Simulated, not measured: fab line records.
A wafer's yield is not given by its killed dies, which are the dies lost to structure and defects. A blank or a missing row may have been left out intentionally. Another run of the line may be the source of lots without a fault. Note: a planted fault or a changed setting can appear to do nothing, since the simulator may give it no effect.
Which tool did it? | flow nand-harc | 13 lots with 39 wafers sampled at 5 steps, on a route of 1159 steps

## WHAT THE GAUGES READ, wafer by wafer
NHARC_END_SORT_01.
lot  | measured     | on        | killed-at-array | killed-at-other | killed-at-periphery | killed-dies | killed-open | killed-short
L468 | day 21 01:28 | prober-02 | 24 674 32       | 1 2 1           | 3 1 4               | 28 677 37   | 2 2 7       | 3 1 3
L471 | day 21 17:05 | prober-02 | 43 38 673       | 1 1 0           | 2 0 4               | 46 39 677   | 0 2 4       | 2 1 4

## TOOL THAT RAN EACH LOT (tool first, then ch and the chambers of the sampled wafers, then the start)
lot  | NHARC_A_SGD_CUT_DEP_00          | NHARC_A_BONDPAD_STRIP_15           | NHARC_A_BONDPAD_CMP_19        | NHARC_HYBRID_BOND_ACTIVATE_00
L464 | pecvd-02 ch 0,1,2, day 13 15:01 | rie-diel-09 ch 1,2,3, day 18 00:15 | cmp-03 ch 0,2,3, day 18 01:55 | rie-diel-01 ch 1,2,3, day 18 02:30
L465 | pecvd-02 ch 0,1,2, day 14 04:05 | rie-diel-09 ch 0,1,2, day 18 05:15 | cmp-01 ch 1,2, day 18 06:58   | rie-diel-06 ch 1,2,3, day 18 07:34
L466 | pecvd-04 ch 0,2, day 14 09:02   | rie-diel-09 ch 2,3, day 18 10:47   | cmp-04 ch 1,2, day 18 12:46   | rie-diel-01 ch 0,3, day 18 13:22
L467 | pecvd-04 ch 0,2, day 14 22:34   | rie-diel-09 ch 0,2, day 18 21:17   | cmp-04 ch 2,3, day 18 22:55   | rie-diel-06 ch 0,1, day 18 23:32
L468 | pecvd-04 ch 0,1,2, day 15 08:07 | rie-diel-09 ch 0,1, day 19 18:55   | cmp-03 ch 1,2, day 19 20:59   | rie-diel-06 ch 0,1, day 19 21:34
L469 | pecvd-03 ch 1,2, day 15 08:17   | rie-diel-03 ch 0,1, day 19 18:42   | cmp-03 ch 0,3, day 19 20:20   | rie-diel-06 ch 2,3, day 19 20:56
L471 | pecvd-04 ch 0,1,2, day 15 20:28 | rie-diel-09 ch 1,3, day 19 23:52   | cmp-01 ch 0,3, day 20 01:31   | rie-diel-06 ch 2,3, day 20 02:07
L474 | pecvd-03 ch 0,1,2, day 16 23:11 | rie-diel-09 ch 1,2,3, day 20 23:55 | cmp-03 ch 1,2,3, day 21 01:35 | rie-diel-02 ch 0,1,3, day 21 02:10
L481 | pecvd-02 ch 1,2, day 18 10:17   | rie-diel-09 ch 1,3, day 22 13:46   | cmp-03 ch 0,1,2, day 22 15:28 | rie-diel-06 ch 0,1,3, day 22 16:05
L485 | pecvd-04 ch 0,1,2, day 19 01:44 | rie-diel-09 ch 2,3, day 22 23:40   | cmp-04 ch 0,1,3, day 23 01:26 | rie-diel-06 ch 0,1, day 23 02:01
L483 | pecvd-03 ch 0,1,2, day 19 01:57 | rie-diel-09 ch 0,1,3, day 23 10:21 | cmp-03 ch 0,1,3, day 23 12:06 | rie-diel-06 ch 0,3, day 23 12:40
L484 | pecvd-03 ch 0,2, day 19 02:08   | rie-diel-09 ch 0,3, day 23 10:29   | cmp-04 ch 0,1, day 23 12:38   | rie-diel-06 ch 1,2,3, day 23 13:16
L486 | pecvd-04 ch 0,2, day 19 15:46   | rie-diel-09 ch 0,1,3, day 23 17:17 | cmp-03 ch 0,2, day 23 18:55   | rie-diel-02 ch 2,3, day 23 19:35
- NHARC_A_SGD_CUT_DEP_00: deposits SiNx, target thk 50 nm.
- NHARC_A_BONDPAD_STRIP_15: strips in O2.
- NHARC_A_BONDPAD_CMP_19: polishes, t overpolish 30 s, cu recess touch 16 s, target thk 169.8 nm.
- NHARC_HYBRID_BOND_ACTIVATE_00: chemistry N2, time 60 s.

## AS READ BY THE TOOLS THEMSELVES (means over the sampled wafers that have a number; for cases with no such wafer, the mark the record gives instead)
NHARC_A_SGD_CUT_DEP_00.
lot  | tool     | heater-power-w (W)
L464 | pecvd-02 | 699
L465 | pecvd-02 | 694
L466 | pecvd-04 | 639
L467 | pecvd-04 | 606
L468 | pecvd-04 | 686
L469 | pecvd-03 | 762
L471 | pecvd-04 | 683
L474 | pecvd-03 | 688
L481 | pecvd-02 | 708
L485 | pecvd-04 | 639
L483 | pecvd-03 | 729
L484 | pecvd-03 | 731
L486 | pecvd-04 | 605

NHARC_A_BONDPAD_STRIP_15.
lot  | tool        | drypump-motor-current-A (A) | oes-product-au (a.u.) | rf-vpp-V (V) | showerhead-plenum-p-Torr (Torr) | throttle-valve-pct (%)
L464 | rie-diel-09 | 5.8                         | 1.006                 | 58.0         | 3.55                            | 17.032
L465 | rie-diel-09 | 6.2                         | 1.009                 | 57.8         | 3.52                            | 17.026
L466 | rie-diel-09 | 5.9                         | 0.999                 | 57.6         | 3.56                            | 17.041
L467 | rie-diel-09 | 6.2                         | 1.005                 | 57.3         | 3.53                            | 17.033
L468 | rie-diel-09 | 6.2                         | 0.988                 | 58.1         | 3.48                            | 17.038
L469 | rie-diel-03 | 5.2                         | 0.998                 | 58.0         | 3.49                            | 17.033
L471 | rie-diel-09 | 5.6                         | 1.000                 | 58.0         | 3.53                            | 17.027
L474 | rie-diel-09 | 5.8                         | 1.002                 | 58.5         | 3.55                            | 17.040
L481 | rie-diel-09 | 5.8                         | 0.977                 | 58.3         | 3.54                            | 17.030
L485 | rie-diel-09 | 5.9                         | 1.000                 | 58.2         | 3.56                            | 17.044
L483 | rie-diel-09 | 5.8                         | 0.996                 | 57.4         | 3.49                            | 17.031
L484 | rie-diel-09 | 5.5                         | 0.996                 | 58.6         | 3.46                            | 17.032
L486 | rie-diel-09 | 5.8                         | 1.001                 | 58.1         | 3.49                            | 17.050

NHARC_A_BONDPAD_CMP_19.
lot  | tool   | motor-current-A (A) | overpolish-run-s (s)
L464 | cmp-03 | 12.5                | 30.006
L465 | cmp-01 | 10.8                | 30.001
L466 | cmp-04 | 12.3                | 30.010
L467 | cmp-04 | 12.8                | 29.993
L468 | cmp-03 | 12.9                | 29.991
L469 | cmp-03 | 12.8                | 30.006
L471 | cmp-01 | 11.6                | 30.012
L474 | cmp-03 | 12.7                | 30.006
L481 | cmp-03 | 12.5                | 30.010
L485 | cmp-04 | 12.8                | 29.998
L483 | cmp-03 | 12.9                | 30.000
L484 | cmp-04 | 13.3                | 30.003
L486 | cmp-03 | 12.9                | 29.993

NHARC_HYBRID_BOND_ACTIVATE_00.
lot  | tool        | drypump-motor-current-A (A) | oes-product-au (a.u.) | rf-vpp-V (V) | showerhead-plenum-p-Torr (Torr)
L464 | rie-diel-01 | 5.5                         | 1.001                 | 64.3         | 1.78
L465 | rie-diel-06 | 5.9                         | 0.996                 | 64.7         | 1.76
L466 | rie-diel-01 | 5.5                         | 0.991                 | 64.5         | 1.75
L467 | rie-diel-06 | 5.5                         | 0.991                 | 64.7         | 1.80
L468 | rie-diel-06 | 5.8                         | 0.996                 | 63.3         | 1.76
L469 | rie-diel-06 | 5.7                         | 1.003                 | 64.9         | 1.83
L471 | rie-diel-06 | 5.5                         | 0.999                 | 63.9         | 1.81
L474 | rie-diel-02 | 5.9                         | 1.006                 | 63.8         | 1.64
L481 | rie-diel-06 | 5.5                         | 0.985                 | 63.5         | 1.76
L485 | rie-diel-06 | 5.5                         | 0.994                 | 64.8         | 1.80
L483 | rie-diel-06 | 5.0                         | 0.994                 | 63.9         | 1.79
L484 | rie-diel-06 | 5.9                         | 0.996                 | 63.0         | 1.75
L486 | rie-diel-02 | 5.4                         | 0.987                 | 63.2         | 1.72

## THE ANSWER, worked out from the rows above alone
Rule: usual is defined by the lots themselves. Put in order of their means at a reading, lots are off if they are a third of the lots or fewer, leave a main group of 4 or more, and stand apart from it by a gap of 3 or more times the standard deviation of the main group's means; of several such gaps the widest counts. The tables above print the reading to a certain number of digits; a main group whose means all agree to those digits is not used. A lot without any number at a reading at which 4 lots or more have one is off too. Where the step has rows for the other lots, those lots are counted as sound. Order of review: gauges by route order, followed by the tools' own readings, for which a lot's mean as printed above is used. The first step at which some lot is off is used, and at that step the reading that is off furthest; a lot without a number counts as furthest.
Across all readings shown, no lot is off: no conclusion can be drawn from this.

## WHAT THE SIMULATOR PUT IN
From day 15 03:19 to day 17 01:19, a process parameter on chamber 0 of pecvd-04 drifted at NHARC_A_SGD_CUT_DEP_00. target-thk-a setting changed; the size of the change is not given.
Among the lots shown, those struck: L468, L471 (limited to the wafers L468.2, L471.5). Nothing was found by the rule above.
